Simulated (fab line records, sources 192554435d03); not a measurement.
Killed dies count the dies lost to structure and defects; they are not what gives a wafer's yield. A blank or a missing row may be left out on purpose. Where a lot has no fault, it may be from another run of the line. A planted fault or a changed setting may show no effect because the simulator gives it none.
Lot-split experiment / flow n5_finfet / on a route of 1938 steps: 7 lots, 21 wafers read

ON THE SPLIT
At N5_BEOL_M4_TRENCH_ETCH_37 (etches SiOC in C4F6/O2, target depth 55.555 nm, time 29.2 s), the setting time_s was moved away from the recipe's 29.2 s on 11 of the 21 wafers read, by -16.3% to +21.1%. For the rest of the wafers, this setting stayed at what the recipe calls for.

FROM THE SPLIT TO THE READING: what the file shows between them, 13 steps
- N5_BEOL_M4_ETCH_41: etches SiCN in CH3F/O2, target depth 29.9 nm, time 52.5 s
- N5_BEOL_M4_STRIP_97: strips in N2/H2, time 10 s
- N5_BEOL_M4_OCD_MEAS_38
- N5_BEOL_M4_HM_STRIP_39: strips TiN in peroxide tin strip, target depth 25 nm, time 158 s
- N5_BEOL_M4_SRD_40: time 30 s
- N5_BEOL_M4_ECD_50: material Cu, target thk 300 nm
- N5_BEOL_M4_ANNEAL_51: time 90 s
- N5_BEOL_M4_CMP_52: polishes, stops on SiOC, t overpolish 6.8 s, target thk 40 nm
- N5_BEOL_M4_THK_MEAS_53: measures by xrf
- N5_BEOL_M4_PRE_CLEAN_60: time 15 s
- N5_BEOL_M4_CO_CAP_55: material Co, precursor CCTBA/H2, target thk 2 nm, time 102.1 s
- N5_BEOL_M4_PRE_CLEAN_56: time 15 s
- N5_BEOL_M4_DEP_57: deposits SiCN from 3MS/NH3, target thk 8 nm, time 14 s

THE READING
M4_RS in ohm/sq, measured at N5_BEOL_M4_RS_MEAS_58 by four-point-probe. Typical for fault-free wafers on this fab line: 0.67 ohm/sq, with standard deviation 0.039 ohm/sq.

wafer=L075.1; tool, chamber at the split=rie_diel-01, 0,1; time_s as run, s=29.2; against the recipe=recipe; M4_RS, ohm/sq=0.71; against lot-mates on the recipe=-
wafer=L075.4; tool, chamber at the split=rie_diel-01, 2; time_s as run, s=29.2; against the recipe=recipe; M4_RS, ohm/sq=0.70; against lot-mates on the recipe=-
wafer=L075.6; tool, chamber at the split=rie_diel-01, 0,1; time_s as run, s=29.2; against the recipe=recipe; M4_RS, ohm/sq=0.69; against lot-mates on the recipe=-
wafer=L077.1; tool, chamber at the split=rie_diel-04, 2; time_s as run, s=29.2; against the recipe=recipe; M4_RS, ohm/sq=0.74; against lot-mates on the recipe=-
wafer=L077.4; tool, chamber at the split=rie_diel-04, 2; time_s as run, s=31.78; against the recipe=+8.8%; M4_RS, ohm/sq=0.62; against lot-mates on the recipe=-0.12
wafer=L077.5; tool, chamber at the split=rie_diel-04, 3; time_s as run, s=31.78; against the recipe=+8.8%; M4_RS, ohm/sq=0.60; against lot-mates on the recipe=-0.14
wafer=L084.2; tool, chamber at the split=rie_diel-01, 2; time_s as run, s=31.91; against the recipe=+9.3%; M4_RS, ohm/sq=0.53; against lot-mates on the recipe=-0.13
wafer=L084.4; tool, chamber at the split=rie_diel-01, 0; time_s as run, s=29.2; against the recipe=recipe; M4_RS, ohm/sq=0.66; against lot-mates on the recipe=-
wafer=L084.6; tool, chamber at the split=rie_diel-01, 1; time_s as run, s=31.91; against the recipe=+9.3%; M4_RS, ohm/sq=0.55; against lot-mates on the recipe=-0.11
wafer=L090.1; tool, chamber at the split=rie_diel-04, 1; time_s as run, s=35.37; against the recipe=+21.1%; M4_RS, ohm/sq=0.47; against lot-mates on the recipe=-0.28
wafer=L090.4; tool, chamber at the split=rie_diel-04, 2; time_s as run, s=29.2; against the recipe=recipe; M4_RS, ohm/sq=0.75; against lot-mates on the recipe=-
wafer=L090.5; tool, chamber at the split=rie_diel-04, 3; time_s as run, s=35.37; against the recipe=+21.1%; M4_RS, ohm/sq=0.46; against lot-mates on the recipe=-0.29
wafer=L092.2; tool, chamber at the split=rie_diel-04, 3; time_s as run, s=29.2; against the recipe=recipe; M4_RS, ohm/sq=0.63; against lot-mates on the recipe=-
wafer=L092.3; tool, chamber at the split=rie_diel-04, 2; time_s as run, s=29.2; against the recipe=recipe; M4_RS, ohm/sq=0.75; against lot-mates on the recipe=-
wafer=L092.5; tool, chamber at the split=rie_diel-04, 0; time_s as run, s=24.45; against the recipe=-16.3%; M4_RS, ohm/sq=0.91; against lot-mates on the recipe=+0.22
wafer=L097.3; tool, chamber at the split=rie_diel-01, 3; time_s as run, s=29.2; against the recipe=recipe; M4_RS, ohm/sq=0.67; against lot-mates on the recipe=-
wafer=L097.4; tool, chamber at the split=rie_diel-01, 2; time_s as run, s=27.56; against the recipe=-5.6%; M4_RS, ohm/sq=0.69; against lot-mates on the recipe=+0.02
wafer=L097.6; tool, chamber at the split=rie_diel-01, 0; time_s as run, s=27.56; against the recipe=-5.6%; M4_RS, ohm/sq=0.68; against lot-mates on the recipe=+0.01
wafer=L095.2; tool, chamber at the split=rie_diel-05, 3; time_s as run, s=24.99; against the recipe=-14.4%; M4_RS, ohm/sq=0.86; against lot-mates on the recipe=+0.15
wafer=L095.3; tool, chamber at the split=rie_diel-05, 1; time_s as run, s=29.2; against the recipe=recipe; M4_RS, ohm/sq=0.71; against lot-mates on the recipe=-
wafer=L095.6; tool, chamber at the split=rie_diel-05, 2; time_s as run, s=24.99; against the recipe=-14.4%; M4_RS, ohm/sq=0.81; against lot-mates on the recipe=+0.10
Where a row lists several chambers, the file gives one row for several wafers and doesn't say which wafer went through which chamber.

THE FIT
A straight line over all 21 wafers: M4_RS changes by -0.0109 ohm/sq for each +1% of time_s; r = -0.93; the points scatter about the line by 0.042 ohm/sq.
The same after taking each lot's own level away (the mean of its wafers on the recipe; 21 wafers): -0.012 ohm/sq for each +1%; r = -0.97; scatter 0.031 ohm/sq.
Per that fit: largest time_s move, reading shift of 0.25 ohm/sq.
Across the lots, their own levels run from 0.660 to 0.750 ohm/sq, a range of 2.3 times the standard deviation given above.
The two slopes are in agreement: the lot-to-lot level therefore moves the slope only a little.
Check: -0.264 ohm/sq against its lot-mates is what the line predicts for one of the wafers moved furthest among these (+21.1%) when that wafer is left out of the fit. It came out at -0.28 ohm/sq against them.

THE WHOLE CHAIN: every reading that the file lists as answering this split, in the file's order
step=N5_BEOL_M4_TRENCH_ETCH_37; what it does=etches SiOC in C4F6/O2, target depth 55.555 nm, time 29.2 s; reading=BEOL_M4.feature_depth_nm (the simulator's own value, which no gauge read); change (the file's fit)=+0.595 nm for each +1% of the setting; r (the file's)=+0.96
step=N5_BEOL_M4_TRENCH_ETCH_37; what it does=etches SiOC in C4F6/O2, target depth 55.555 nm, time 29.2 s; reading=etch.depth_nm (the simulator's own value, which no gauge read); change (the file's fit)=+0.594 nm for each +1% of the setting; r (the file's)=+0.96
step=N5_BEOL_M4_OCD_MEAS_38; what it does=; reading=trench_depth_nm; change (the file's fit)=+0.6 nm for each +1% of the setting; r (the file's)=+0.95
step=N5_BEOL_M4_CMP_52; what it does=polishes, stops on SiOC, t overpolish 6.8 s, target thk 40 nm; reading=Cu_of_BEOL_M4_ECD_50.thk_nm (the simulator's own value, which no gauge read); change (the file's fit)=+0.605 nm for each +1% of the setting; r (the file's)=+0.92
step=N5_BEOL_M4_THK_MEAS_53; what it does=measures by xrf; reading=M4_THK; change (the file's fit)=+0.617 for each +1% of the setting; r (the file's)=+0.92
step=N5_BEOL_M4_RS_MEAS_58; what it does=measures by four-point-probe; reading=M4_RS; change (the file's fit)=-0.0124 for each +1% of the setting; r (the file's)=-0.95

THE FILE'S OWN FIT
M4_RS changes by -0.0124 ohm/sq for each +1% of time_s, r = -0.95.
